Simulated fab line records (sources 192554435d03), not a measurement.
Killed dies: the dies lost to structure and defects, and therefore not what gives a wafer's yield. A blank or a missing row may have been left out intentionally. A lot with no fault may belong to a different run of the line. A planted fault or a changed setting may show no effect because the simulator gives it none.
3 desks looking at one fault / flow n5Finfet / numbers are kept per desk, each desk with only its own; the story behind them comes last

== AT THE METROLOGY DESK ==
Means of the sampled wafers that have a number, per lot and without regard to the tool the lot ran on: this is what the gauges read. Any lot whose mean is over 4 standard deviations away from the usual mean is out of limits and marked OUT; that distance is given in the brackets. Of its 12 readings 7 are shown: those that lie furthest out on some lot.
Columns: A = FIN_CORE_OVL at N5_FIN_SAQP_OVL_MEAS_17, usual -0.4 nm; B = DIBL_N at N5_BEOL_M4_RC_MEAS_101, usual 35.4 mV/V; C = DIBL_P at N5_BEOL_M4_RC_MEAS_101, usual 34.8 mV/V; D = ION_N at N5_BEOL_M4_RC_MEAS_101, usual 677 uA/um; E = ION_P at N5_BEOL_M4_RC_MEAS_101, usual 462 uA/um; F = SS_N at N5_BEOL_M4_RC_MEAS_101, usual 71.4 mV/dec; G = VT_N at N5_BEOL_M4_RC_MEAS_101, usual 250 mV
lot=L387; first seen here=day 2 17:06; A=-0.5; B=34.5; C=35.1; D=679; E=464; F=70.8; G=252
lot=L388; first seen here=day 2 23:09; A=-1.4; B=35.4; C=34.3; D=685; E=462; F=71.6; G=246
lot=L390; first seen here=day 3 10:20; A=0.2; B=35.2; C=33.9; D=669; E=452; F=71.1; G=252
lot=L398; first seen here=day 5 10:09; A=-0.3; B=32.2; C=31.2; D=644; E=448; F=70.3; G=256
lot=L402; first seen here=day 6 09:28; A=-1.3; B=34.3; C=34.5; D=675; E=461; F=70.8; G=253
lot=L403; first seen here=day 6 16:32; A=-0.3; B=35.1; C=35.1; D=678; E=463; F=71.7; G=249
This desk found nothing out of limits on any of the 6 lots.

== DESK OF THE TOOL OWNER: rieSi-03 ==
The tool's own readings at N5_FIN_SAQP_MANDREL_ETCH_22 (etches a-Si in HBr/Cl2, stops on SiNx, target depth 60 nm, bt time 10 s, time 30 s): means of the sampled wafers that have a number, for each lot that ran on this tool. Any lot whose mean is over 4 standard deviations away from the usual mean is out of limits and marked OUT; that distance is given in the brackets.
Columns: A = drypumpMotorCurrentA at N5_FIN_SAQP_MANDREL_ETCH_22, usual 5.9 A; B = oesProductAu at N5_FIN_SAQP_MANDREL_ETCH_22, usual 0.771 a.u.; C = throttleValvePct at N5_FIN_SAQP_MANDREL_ETCH_22, usual 35.2 %
lot=L388; first seen here=day 2 23:32; A=6.1; B=0.758; C=34.8
lot=L390; first seen here=day 3 10:43; A=6.5; B=0.766; C=34.7
lot=L402; first seen here=day 6 09:53; A=6.0; B=0.765; C=35.1
This desk found nothing out of limits on any of the 3 lots.

== THE DEFECT DESK ==
Per lot, the means of the sampled wafers with a number show what the inspections along the route counted. Any lot whose mean is over 4 standard deviations away from the usual mean is out of limits and marked OUT; that distance is given in the brackets.
Columns: A = rawDefectCount at N5_FIN_SAQP_INSPECT_18, usual 434
lot=L387; first seen here=day 2 17:10; A=558
lot=L388; first seen here=day 2 23:13; A=443
lot=L390; first seen here=day 3 10:24; A=497
lot=L398; first seen here=day 5 10:13; A=465
lot=L402; first seen here=day 6 09:32; A=639
lot=L403; first seen here=day 6 16:36; A=609
This desk found nothing out of limits on any of the 6 lots.

== BROUGHT TOGETHER ==
From the metrology desk's view, nothing was out of limits.
The desk of the tool owner found nothing out of limits.
No out-of-limits result turned up at the defect desk.

== WHAT THE SIMULATOR PUT IN ==
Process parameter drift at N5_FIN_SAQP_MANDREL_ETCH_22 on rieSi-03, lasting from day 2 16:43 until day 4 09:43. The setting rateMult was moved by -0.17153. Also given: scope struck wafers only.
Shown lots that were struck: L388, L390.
